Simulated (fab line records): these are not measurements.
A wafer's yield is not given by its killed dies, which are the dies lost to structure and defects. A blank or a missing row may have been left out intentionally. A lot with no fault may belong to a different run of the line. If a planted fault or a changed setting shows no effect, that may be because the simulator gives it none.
Matching of chambers || flow n5 finfet || N5_BEOL_M7_ETCH_62 on rie diel-04 has 4 sister chambers
The step etches SOC in N2/H2, target depth 110 nm, overetch 22 nm, time 165 s. 22 wafers are shown with their chamber, then 11 later ones without.

== WAFERS PAIRED WITH THEIR CHAMBERS ==
{"wafer": "L074.4", "chamber": 3, "drypump motor current A (A)": 5.9, "showerhead plenum p Torr (Torr)": 2.40, "rf vpp V (V)": 520.2}
{"wafer": "L074.5", "chamber": 1, "drypump motor current A (A)": 6.3, "showerhead plenum p Torr (Torr)": 2.65, "rf vpp V (V)": 524.8}
{"wafer": "L074.6", "chamber": 0, "drypump motor current A (A)": 5.3, "showerhead plenum p Torr (Torr)": 2.66, "rf vpp V (V)": 525.0}
{"wafer": "L075.3", "chamber": 2, "drypump motor current A (A)": 4.9, "showerhead plenum p Torr (Torr)": 2.62, "rf vpp V (V)": 527.3}
{"wafer": "L075.4", "chamber": 1, "drypump motor current A (A)": 6.3, "showerhead plenum p Torr (Torr)": 2.65, "rf vpp V (V)": 527.0}
{"wafer": "L075.5", "chamber": 0, "drypump motor current A (A)": 5.3, "showerhead plenum p Torr (Torr)": 2.66, "rf vpp V (V)": 527.3}
{"wafer": "L079.1", "chamber": 1, "drypump motor current A (A)": 6.3, "showerhead plenum p Torr (Torr)": 2.64, "rf vpp V (V)": 526.7}
{"wafer": "L079.3", "chamber": 2, "drypump motor current A (A)": 4.9, "showerhead plenum p Torr (Torr)": 2.62, "rf vpp V (V)": 526.2}
{"wafer": "L079.4", "chamber": 3, "drypump motor current A (A)": 5.9, "showerhead plenum p Torr (Torr)": 2.39, "rf vpp V (V)": 519.7}
{"wafer": "L081.2", "chamber": 3, "drypump motor current A (A)": 5.9, "showerhead plenum p Torr (Torr)": 2.39, "rf vpp V (V)": 520.0}
{"wafer": "L081.3", "chamber": 2, "drypump motor current A (A)": 4.9, "showerhead plenum p Torr (Torr)": 2.61, "rf vpp V (V)": 526.2}
{"wafer": "L081.6", "chamber": 1, "drypump motor current A (A)": 6.2, "showerhead plenum p Torr (Torr)": 2.64, "rf vpp V (V)": 526.2}
{"wafer": "L083.3", "chamber": 0, "drypump motor current A (A)": 5.3, "showerhead plenum p Torr (Torr)": 2.65, "rf vpp V (V)": 525.6}
{"wafer": "L083.5", "chamber": 2, "drypump motor current A (A)": 4.9, "showerhead plenum p Torr (Torr)": 2.61, "rf vpp V (V)": 525.0}
{"wafer": "L083.6", "chamber": 1, "drypump motor current A (A)": 6.2, "showerhead plenum p Torr (Torr)": 2.64, "rf vpp V (V)": 525.3}
{"wafer": "L085.1", "chamber": 0, "drypump motor current A (A)": 5.3, "showerhead plenum p Torr (Torr)": 2.65, "rf vpp V (V)": 527.3}
{"wafer": "L085.3", "chamber": 2, "drypump motor current A (A)": 4.9, "showerhead plenum p Torr (Torr)": 2.61, "rf vpp V (V)": 527.3}
{"wafer": "L085.5", "chamber": 0, "drypump motor current A (A)": 5.3, "showerhead plenum p Torr (Torr)": 2.65, "rf vpp V (V)": 525.6}
{"wafer": "L086.1", "chamber": 0, "drypump motor current A (A)": 5.3, "showerhead plenum p Torr (Torr)": 2.65, "rf vpp V (V)": 527.7}
{"wafer": "L086.2", "chamber": 2, "drypump motor current A (A)": 4.9, "showerhead plenum p Torr (Torr)": 2.61, "rf vpp V (V)": 526.3}
{"wafer": "L086.6", "chamber": 2, "drypump motor current A (A)": 4.9, "showerhead plenum p Torr (Torr)": 2.61, "rf vpp V (V)": 527.2}
{"wafer": "L090.1", "chamber": 2, "drypump motor current A (A)": 4.9, "showerhead plenum p Torr (Torr)": 2.60, "rf vpp V (V)": 525.8}

SIGNATURES (averages over the wafers above)
{"reading": "drypump motor current A", "chamber 0": 5.300, "chamber 1": 6.260, "chamber 2": 4.900, "chamber 3": 5.900, "scatter within a chamber": 0.0258}
{"reading": "showerhead plenum p Torr", "chamber 0": 2.6533, "chamber 1": 2.6440, "chamber 2": 2.6113, "chamber 3": 2.3933, "scatter within a chamber": 0.00581}
{"reading": "rf vpp V", "chamber 0": 526.417, "chamber 1": 526.000, "chamber 2": 526.413, "chamber 3": 519.967, "scatter within a chamber": 0.907}
Rule: for a wafer and a chamber, the distance is found by dividing, reading by reading, the gap between the wafer's reading and the chamber's mean by the reading's scatter, squaring, summing and taking the root. If the next closest chamber is less than 2 further off than the closest, the wafer can't be placed; otherwise it belongs to the closest. The scatter: take each reading less its chamber's mean, square it, sum over the shown wafers, divide by the number of wafers less the number of chambers, and take the root.

== WAFERS WHOSE CHAMBER IS MISSING ==
{"wafer": "L090.4", "drypump motor current A (A)": 6.3, "showerhead plenum p Torr (Torr)": 2.63, "rf vpp V (V)": 526.1}
{"wafer": "L090.5", "drypump motor current A (A)": 5.3, "showerhead plenum p Torr (Torr)": 2.64, "rf vpp V (V)": 526.2}
{"wafer": "L092.1", "drypump motor current A (A)": 5.9, "showerhead plenum p Torr (Torr)": 2.70, "rf vpp V (V)": 528.6}
{"wafer": "L092.4", "drypump motor current A (A)": 5.3, "showerhead plenum p Torr (Torr)": 2.64, "rf vpp V (V)": 526.1}
{"wafer": "L092.6", "drypump motor current A (A)": 5.3, "showerhead plenum p Torr (Torr)": 2.64, "rf vpp V (V)": 525.6}
{"wafer": "L097.3", "drypump motor current A (A)": 6.2, "showerhead plenum p Torr (Torr)": 2.63, "rf vpp V (V)": 525.2}
{"wafer": "L097.4", "drypump motor current A (A)": 5.3, "showerhead plenum p Torr (Torr)": 2.64, "rf vpp V (V)": 525.2}
{"wafer": "L097.6", "drypump motor current A (A)": 6.2, "showerhead plenum p Torr (Torr)": 2.63, "rf vpp V (V)": 526.7}
{"wafer": "L096.1", "drypump motor current A (A)": 5.9, "showerhead plenum p Torr (Torr)": 2.70, "rf vpp V (V)": 528.1}
{"wafer": "L096.2", "drypump motor current A (A)": 4.9, "showerhead plenum p Torr (Torr)": 2.60, "rf vpp V (V)": 526.6}
{"wafer": "L096.4", "drypump motor current A (A)": 5.3, "showerhead plenum p Torr (Torr)": 2.64, "rf vpp V (V)": 526.7}

== WHICH CHAMBER EACH WENT THROUGH ==
{"wafer": "L090.4", "from the rows above": 1, "in truth": 1}
{"wafer": "L090.5", "from the rows above": 0, "in truth": 0}
{"wafer": "L092.1", "from the rows above": 1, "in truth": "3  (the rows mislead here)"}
{"wafer": "L092.4", "from the rows above": 0, "in truth": 0}
{"wafer": "L092.6", "from the rows above": 0, "in truth": 0}
{"wafer": "L097.3", "from the rows above": 1, "in truth": 1}
{"wafer": "L097.4", "from the rows above": 0, "in truth": 0}
{"wafer": "L097.6", "from the rows above": 1, "in truth": 1}
{"wafer": "L096.1", "from the rows above": 1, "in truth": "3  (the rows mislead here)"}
{"wafer": "L096.2", "from the rows above": 2, "in truth": 2}
{"wafer": "L096.4", "from the rows above": 0, "in truth": 0}
Placed correctly: 9 of 11. Not placeable from these rows: 0. Placed wrongly: 2.
